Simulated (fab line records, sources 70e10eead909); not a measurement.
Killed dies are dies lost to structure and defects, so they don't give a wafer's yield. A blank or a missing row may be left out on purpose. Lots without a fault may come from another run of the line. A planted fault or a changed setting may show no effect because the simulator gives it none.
Chamber matching | flow nand_harc | NHARC_A_CONTACT_ETCH_91 on rie_diel-07: 4 sister chambers
The step etches the open film in CH3F/O2, target depth 40 nm, time 85.7 s. 27 wafers are shown with their chamber, then 12 later ones without.

WAFERS WITH THEIR CHAMBER
wafer  | chamber | showerhead_plenum_p_Torr (Torr) | drypump_motor_current_A (A) | rf_vpp_V (V)
L076.1 | 3       | 2.29                            | 5.5                         | 241.0
L076.3 | 2       | 2.41                            | 6.0                         | 242.8
L076.5 | 1       | 2.45                            | 5.9                         | 244.9
L077.3 | 3       | 2.29                            | 5.6                         | 242.6
L077.5 | 3       | 2.29                            | 5.5                         | 241.9
L077.6 | 0       | 2.66                            | 5.9                         | 246.5
L074.3 | 1       | 2.45                            | 5.9                         | 245.6
L074.4 | 2       | 2.41                            | 6.0                         | 242.3
L074.5 | 3       | 2.29                            | 5.6                         | 241.3
L079.1 | 1       | 2.45                            | 5.9                         | 245.8
L079.3 | 3       | 2.29                            | 5.5                         | 242.5
L079.6 | 1       | 2.45                            | 5.9                         | 245.0
L082.2 | 1       | 2.45                            | 5.9                         | 244.9
L082.3 | 3       | 2.29                            | 5.6                         | 241.8
L082.4 | 2       | 2.41                            | 6.0                         | 243.0
L085.2 | 1       | 2.45                            | 5.9                         | 244.9
L085.4 | 3       | 2.29                            | 5.5                         | 241.9
L085.6 | 2       | 2.41                            | 6.0                         | 244.1
L086.1 | 1       | 2.45                            | 5.9                         | 243.8
L086.2 | 2       | 2.41                            | 6.0                         | 243.2
L086.6 | 3       | 2.29                            | 5.6                         | 242.0
L088.3 | 0       | 2.65                            | 5.9                         | 246.6
L088.4 | 3       | 2.28                            | 5.6                         | 241.3
L088.5 | 0       | 2.65                            | 6.0                         | 247.7
L090.1 | 0       | 2.65                            | 6.0                         | 247.3
L090.2 | 1       | 2.44                            | 5.9                         | 244.6
L090.5 | 3       | 2.28                            | 5.6                         | 242.4

SIGNATURES (means of the wafers above)
reading                  | chamber 0 | chamber 1 | chamber 2 | chamber 3 | scatter within a chamber
showerhead_plenum_p_Torr | 2.6525    | 2.4487    | 2.4100    | 2.2880    | 0.00374
drypump_motor_current_A  | 5.950     | 5.900     | 6.000     | 5.560     | 0.0384
rf_vpp_V                 | 247.025   | 244.938   | 243.080   | 241.870   | 0.589
Rule: a wafer's distance from a chamber is the root of the sum, over the readings, of the square of ((its reading less the chamber's mean) divided by the reading's scatter). The wafer belongs to the nearest chamber; if the next one is less than 2 further off, it can't be placed. The scatter: the root of (the sum of the squares of (reading less its chamber's mean) over the shown wafers, divided by (wafers less chambers)).

WAFERS WITHOUT THEIR CHAMBER
wafer  | showerhead_plenum_p_Torr (Torr) | drypump_motor_current_A (A) | rf_vpp_V (V)
L092.1 | 2.44                            | 5.9                         | 242.6
L092.2 | 2.40                            | 6.0                         | 244.0
L092.5 | 2.64                            | 5.9                         | 246.6
L095.2 | 2.44                            | 5.9                         | 243.7
L095.3 | 2.28                            | 5.6                         | 242.6
L095.6 | 2.64                            | 5.9                         | 246.3
L094.1 | 2.44                            | 5.8                         | 243.1
L094.2 | 2.40                            | 6.0                         | 244.4
L094.6 | 2.40                            | 6.0                         | 243.6
L097.1 | 2.40                            | 6.0                         | 243.8
L097.3 | 2.28                            | 5.6                         | 240.4
L097.6 | 2.28                            | 5.5                         | 242.7

WHICH CHAMBER EACH WENT THROUGH
wafer  | from the rows above | in truth
L092.1 | 1                   | 1
L092.2 | 2                   | 2
L092.5 | 0                   | 0
L095.2 | 1                   | 1
L095.3 | 3                   | 3
L095.6 | 0                   | 0
L094.1 | 1                   | 1
L094.2 | 2                   | 2
L094.6 | 2                   | 2
L097.1 | 2                   | 2
L097.3 | 3                   | 3
L097.6 | 3                   | 3
Placed correctly: 12 of 12. Can't be placed from these rows: 0. Placed wrongly: 0.
